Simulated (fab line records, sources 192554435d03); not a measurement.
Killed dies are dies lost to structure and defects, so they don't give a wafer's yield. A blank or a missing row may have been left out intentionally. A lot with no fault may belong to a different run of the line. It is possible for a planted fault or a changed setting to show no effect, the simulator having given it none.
Split-lot experiment	flow n5 finfet	21 wafers read across 7 lots, on a route 1938 steps long

## SPLIT DETAILS
At N5_MIM_BOT_ETCH_ETCH_04 (etches SiNx in CF4/O2, target depth 26 nm, time 13 s), the setting time s was moved away from the recipe's 13 s on 8 of the 21 wafers read, by -19.4% to +10.5%. This setting was run at the recipe's value on the other wafers.

The reading comes from the split's own step.

## THE READING
etch.depth nm (the simulator's own value, which no gauge read), in nm, at N5_MIM_BOT_ETCH_ETCH_04 (etches SiNx in CF4/O2, target depth 26 nm, time 13 s). There is no usual value for it anywhere in the file. Across the 13 wafers here that went through the recipe, the average is 25.83 nm and the standard deviation 0.72 nm.

wafer	tool, chamber at the split	time s as run, s	against the recipe	etch.depth nm, nm	against lot-mates on the recipe
L077.3	rie diel-05, 2	13	recipe	26.12	-
L077.4	rie diel-05, 1	14.29	+9.9%	28.41	+2.29
L077.6	rie diel-05, 3	14.29	+9.9%	28.48	+2.36
L074.2	rie diel-02, 0	13	recipe	26.12	-
L074.3	rie diel-02, 3	13	recipe	26.15	-
L074.4	rie diel-02, 2	13	recipe	26.73	-
L080.1	rie diel-04, 0	13	recipe	26.12	-
L080.3	rie diel-04, 1	13	recipe	25.73	-
L080.5	rie diel-04, 3	13	recipe	26.84	-
L082.1	rie diel-04, 3	13.99	+7.6%	28.73	+2.74
L082.2	rie diel-04, 2	13.99	+7.6%	28.21	+2.22
L082.3	rie diel-04, 0	13	recipe	25.99	-
L087.2	rie diel-02, 0	14.36	+10.5%	28.78	+2.21
L087.5	rie diel-02, 2	13	recipe	26.57	-
L087.6	rie diel-02, 3	14.36	+10.5%	28.75	+2.18
L095.2	rie diel-05, 2	11.77	-9.5%	23.36	-1.68
L095.4	rie diel-05, 0	13	recipe	24.92	-
L095.5	rie diel-05, 0	13	recipe	25.15	-
L096.2	rie diel-05, 2	10.48	-19.4%	20.5	-4.19
L096.4	rie diel-05, 0	13	recipe	24.66	-
L096.6	rie diel-05, 0	13	recipe	24.71	-

FIT RESULTS
A straight line over all 21 wafers: etch.depth nm changes by +0.28 nm for each +1% of time s; r = +0.95; the points scatter about the line by 0.62 nm.
The same after taking each lot's own level away (the mean of its wafers on the recipe; 21 wafers): +0.225 nm for each +1%; r = +0.98; scatter 0.35 nm.
On that fit, the largest move of time s shifts the reading by 4.4 nm.
The lots' own levels span 24.685 to 26.570 nm, that is 2.6 times the standard deviation above.
So the slope is not independent of the lot-to-lot level: the two fits are not the same.
Check: for one of the wafers moved furthest among these (-19.4%), held out of the fit, the line's prediction against its lot-mates is -4.34 nm. Against them it came out at -4.19 nm.

## ADDITIONAL SPLITS CARRIED BY THESE WAFERS
Other splits were also applied to these wafers ahead of the reading. Each is held against what the fit with the lots' levels taken away leaves over:
other split on the same wafers	wafers away from the commonest value	r with etch.depth nm (lot level and that fit taken away)
N5_BEOL_M12_EXPOSE_07 dose mj	8	-0.44
N5_BEOL_M14_ETCH_68 time s	8	-0.32
N5_BEOL_M15_PEB_26 peb temp c	8	-0.05

## THE FILE'S OWN FIT
etch.depth nm changes by +0.221 nm for each +1% of time s, r = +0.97.
